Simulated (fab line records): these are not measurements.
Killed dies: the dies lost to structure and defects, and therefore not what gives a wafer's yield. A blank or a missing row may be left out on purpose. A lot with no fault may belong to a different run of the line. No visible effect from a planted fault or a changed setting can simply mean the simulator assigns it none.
Comparing a struck lot with a sound one	flow nand harc	13 out of 1302 route steps
Sound: the wafers L992.1, L992.3, L992.6. Struck: wafer L103.4 (left out: L103.5, L103.6 of the same lot, which were not struck); the cause appears at the end.
Each step with rows lists, per side, the tool, then ch with its chambers, then its first start. Under that, the readings that differ: sound wafers	struck wafers	difference of the means	sigmas: that difference in standard deviations of wafers without a fault.
alike: words and numbers the same on both sides, and readings whose means are apart by under 2 such deviations; not compared: readings that were withheld, readings missing a value for some wafer, numbers with overlapping values and no deviation given by the record, and bounds like >300 which may hide the same value.
The two part at a step that has a row with sigmas, a row that says differs or no value, or rows on one side only. Numbers that have no deviation but don't overlap get no sigmas and don't part them. A reading that every wafer of one side lacks parts them only if that side has two wafers or more.

NHARC_A_WL_FILL_ALD_10: deposits SiO2, target thk 50 nm, pulse time 10 s, ald cycles 500.
  sound on ald hk-02 ch 1,2,3, day 20 20:34; struck on ald hk-04 ch 3, day 24 21:38
  alike: heater power outer w, heater power w, precursor pulse height rel
NHARC_A_WL_FILL_ETCHBACK_16: etches the open film in C4F8/O2/Ar, target depth 120 nm, time 24 s.
  sound: rie diel-11 ch 1,2,3; struck: rie diel-11 ch 0
  alike: oes product au, rf vpp V
  not compared: rf hours counter h
NHARC_A_WL_FILL_STRIP_29: strips in O2, time 20 s.
  sound on rie diel-11 ch 0,2,3, day 21 00:50; struck on rie diel-11 ch 0, day 25 00:52
  alike: drypump motor current A, oes product au, rf vpp V, showerhead plenum p Torr, throttle valve pct
  not compared: rf hours counter h
NHARC_A_WL_FILL_ETCHBACK_17: etches the open film in Cl2/BCl3, target depth 4 nm, time 26.7 s.
  sound on rie metal-01 ch 0,1, day 21 00:56; struck on rie metal-02 ch 0, day 25 01:01
reading	sound	struck	difference	sigmas
drypump motor current A (A)	6.7 6.7 6.6	5.9	-0.8	-2
oes product au (a.u.)	0.990 0.988 1.015	1.018	+0.020	+2
  not compared: rf hours counter h
then, 3 steps without rows for these wafers: NHARC_A_WL_FILL_PRECLEAN_18 (cleans in dHF, time 30 s); NHARC_A_WL_FILL_SRD_21; NHARC_A_WL_FILL_CVD_23 (deposits poly-Si, target thk 40 nm, time 800 s).
NHARC_A_WL_FILL_ETCHBACK_26: etches the open film in HBr, target depth 52 nm, time 13.3 s.
  sound on rie si-03 ch 0,2,3, day 21 06:08; struck on rie si-03 ch 2, day 25 06:11
  alike: drypump motor current A, oes product au, throttle valve pct
  not compared: rf hours counter h
then, 3 steps without rows for these wafers: NHARC_A_WL_FILL_PRECLEAN_30 (cleans in dHF, time 10 s); NHARC_A_WL_FILL_SRD_14; NHARC_A_WL_FILL_ALD_19 (deposits TiN, target thk 2 nm, pulse time 3 s, ald cycles 100).
NHARC_A_WL_FILL_CVD_20: deposits W, target thk 100 nm, time 74 s.
  sound on cvd w-01 ch 1, day 21 06:36; struck on cvd w-01 ch 1, day 25 06:48
  alike: heater power outer w, heater power w, throttle valve pct
NHARC_A_WL_FILL_CMP_12: polishes, t overpolish 30 s, target thk 100 nm.
  sound on cmp-03 ch 1,2, day 21 06:48; struck on cmp-02 ch 1, day 25 06:59
reading	sound	struck	difference	sigmas
time to endpoint s (s)	21.2 19.4 22.4	9.6	-11.4	-5
  alike: motor current A, overpolish run s

## WHERE THEY PART
At NHARC_A_WL_FILL_ETCHBACK_17 first; at NHARC_A_WL_FILL_CMP_12 last (within this record only).

WHY: the cause the simulator had injected
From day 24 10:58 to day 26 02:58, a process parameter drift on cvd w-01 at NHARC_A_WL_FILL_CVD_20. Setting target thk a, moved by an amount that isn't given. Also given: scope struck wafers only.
